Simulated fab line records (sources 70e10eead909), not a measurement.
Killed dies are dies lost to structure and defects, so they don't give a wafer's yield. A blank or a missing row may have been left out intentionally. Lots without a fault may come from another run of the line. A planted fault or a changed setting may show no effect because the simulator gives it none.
Matching of chambers | flow nand_harc | NHARC_A_BLC_STRIP_29 on rie_diel-03: 4 sister chambers
The step strips in CF4. 4 wafers are shown with their chamber, then 8 later ones without.

## WAFERS, EACH WITH ITS CHAMBER
wafer  | chamber | drypump_motor_current_A (A)
L078.4 | 0       | 4.9
L078.5 | 3       | 6.0
L080.5 | 1       | 6.1
L090.1 | 2       | 6.0

## WAFERS WITH NO CHAMBER GIVEN
wafer  | drypump_motor_current_A (A)
L090.2 | 6.1
L090.3 | 4.9
L094.1 | 6.0
L094.2 | 4.9
L094.4 | 5.9
L097.2 | 5.0
L097.4 | 6.1
L097.6 | 6.0

## EACH ONE'S CHAMBER
wafer  | from the rows above     | in truth
L090.2 | 1                       | 1
L090.3 | 0                       | 0
L094.1 | can't be placed: 2 or 3 | 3
L094.2 | 0                       | 0
L094.4 | can't be placed: 2 or 3 | 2
L097.2 | 0                       | 0
L097.4 | 1                       | 1
L097.6 | can't be placed: 2 or 3 | 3
Placed correctly: 5 of 8. From these rows, 3 cannot be placed; in 3 the true chamber is one of the candidates. Placed wrongly: 0.
How it was worked out, from the rows above alone: a wafer's distance from a chamber is the root of the sum, over the readings, of the square of ((its reading less the chamber's mean) divided by the reading's scatter). If the next closest chamber is less than 2 further off than the closest, the wafer can't be placed; otherwise it belongs to the closest. For every chamber, the mean is computed from those of its wafers that are shown. The scatter: root of mean squared gap, hidden wafer to nearest shown wafer, with one shown wafer a chamber.
